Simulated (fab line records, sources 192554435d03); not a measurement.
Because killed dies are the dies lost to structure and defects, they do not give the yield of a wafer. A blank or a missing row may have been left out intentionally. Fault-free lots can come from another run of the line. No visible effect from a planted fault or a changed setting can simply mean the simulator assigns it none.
Split-lot study    flow n5 finfet    21 wafers read from 7 lots, route of 1938 steps

THE SPLIT
At N5_SDB_ALD_29 (deposits SiNx, target thk 30 nm, pulse time 1 s, ald cycles 600), the setting ald cycles was moved away from the recipe's 600 on 6 of the 21 wafers read, by +6.8% to +13.2%. The other wafers ran this setting at the recipe's value.

The split's own step is where the reading is taken.

THE READING
SiNx_of_SDB_ALD_29.thk nm (the simulator's own value, which no gauge read), in nm, at N5_SDB_ALD_29 (deposits SiNx, target thk 30 nm, pulse time 1 s, ald cycles 600). The file gives no usual value for it. The 15 wafers here that ran the recipe average 30.1 nm, standard deviation 0.16 nm.

wafer   tool, chamber at the split  ald cycles as run  against the recipe  SiNx_of_SDB_ALD_29.thk nm, nm  against lot-mates on the recipe
L074.1  ald sin-02, 1               679                +13.2%              34.2                           +4.2
L074.5  ald sin-02, 1               679                +13.2%              34                             +4.0
L074.6  ald sin-02, 2               600                recipe              30                             -
L083.3  ald sin-02, 3               600                recipe              30.2                           -
L083.4  ald sin-02, 1,0             600                recipe              30.4                           -
L083.5  ald sin-02, 1,0             600                recipe              30.4                           -
L090.2  ald sin-02, 3,0             656                +9.3%               32.8                           +3.0
L090.6  ald sin-02, 3,0             656                +9.3%               32.8                           +3.0
L090.3  ald sin-02, 2               600                recipe              29.8                           -
L094.1  ald sin-04, 3,1             600                recipe              30                             -
L094.3  ald sin-04, 3,1             600                recipe              30                             -
L094.4  ald sin-04, 1               600                recipe              30.2                           -
L095.1  ald sin-04, 1,2             600                recipe              30.2                           -
L095.3  ald sin-04, 1,2             600                recipe              30.2                           -
L095.5  ald sin-04, 0               675                +12.5%              33.6                           +3.4
L096.1  ald sin-04, 3,1             600                recipe              30                             -
L096.2  ald sin-04, 3,1             600                recipe              30                             -
L096.6  ald sin-04, 1               641                +6.8%               32.2                           +2.2
L097.1  ald sin-04, 2               600                recipe              30.2                           -
L097.3  ald sin-04, 3,2             600                recipe              30                             -
L097.5  ald sin-04, 3,2             600                recipe              30                             -
When a row names more than one chamber, that row covers several wafers, and the file does not tell which wafer ran in which chamber.

FIT RESULTS
A straight line over all 21 wafers: SiNx_of_SDB_ALD_29.thk nm changes by +0.295 nm for each +1% of ald cycles; r = +0.99; the points scatter about the line by 0.16 nm.
The same after taking each lot's own level away (the mean of its wafers on the recipe; 21 wafers): +0.305 nm for each +1%; r = +1.00; scatter 0.13 nm.
On that fit, the largest move of ald cycles shifts the reading by 4 nm.
From 29.80 to 30.33 nm: that is the span of the lots' own levels, equal to 3.3 times the standard deviation above.
Consequently the slope shifts little with the lot-to-lot level, the two slopes agreeing.
Check: for one of the wafers moved furthest among these (+13.2%), held out of the fit, the line's prediction against its lot-mates is +3.97 nm. Against them it came out at +4.2 nm.

THESE WAFERS: OTHER SPLITS
Note: prior to the reading, these wafers also went through further splits. Each is held against what the fit with the lots' levels taken away leaves over:
other split on the same wafers             wafers away from the commonest value  r with SiNx_of_SDB_ALD_29.thk nm (lot level and that fit taken away)
N5_WELL_APT_PEB_06 peb time s              9                                     +0.48
N5_WELL_APT_COAT_19 spin rpm               10                                    -0.18
N5_PMOS_HMC_CHANNEL_EPI_PEB_07 peb temp c  6                                     +0.63
N5_PMOS_HMC_CHANNEL_EPI_ETCH_32 bias w     5                                     -0.22
N5_FIN_CUT_CUT_ETCH_26 time s              12                                    -0.18
N5_DUMMY_GATE_COAT_28 spin rpm             7                                     +0.05
N5_SD_EPI_N_ETCH_16 target depth a         6                                     +0.40
N5_SD_EPI_N_EPI_21 temp c                  6                                     -0.06
N5_SDB_ETCH_17 bias w                      5                                     -0.30

THE FILE'S OWN FIT
SiNx_of_SDB_ALD_29.thk nm changes by +0.301 nm for each +1% of ald cycles, r = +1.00.
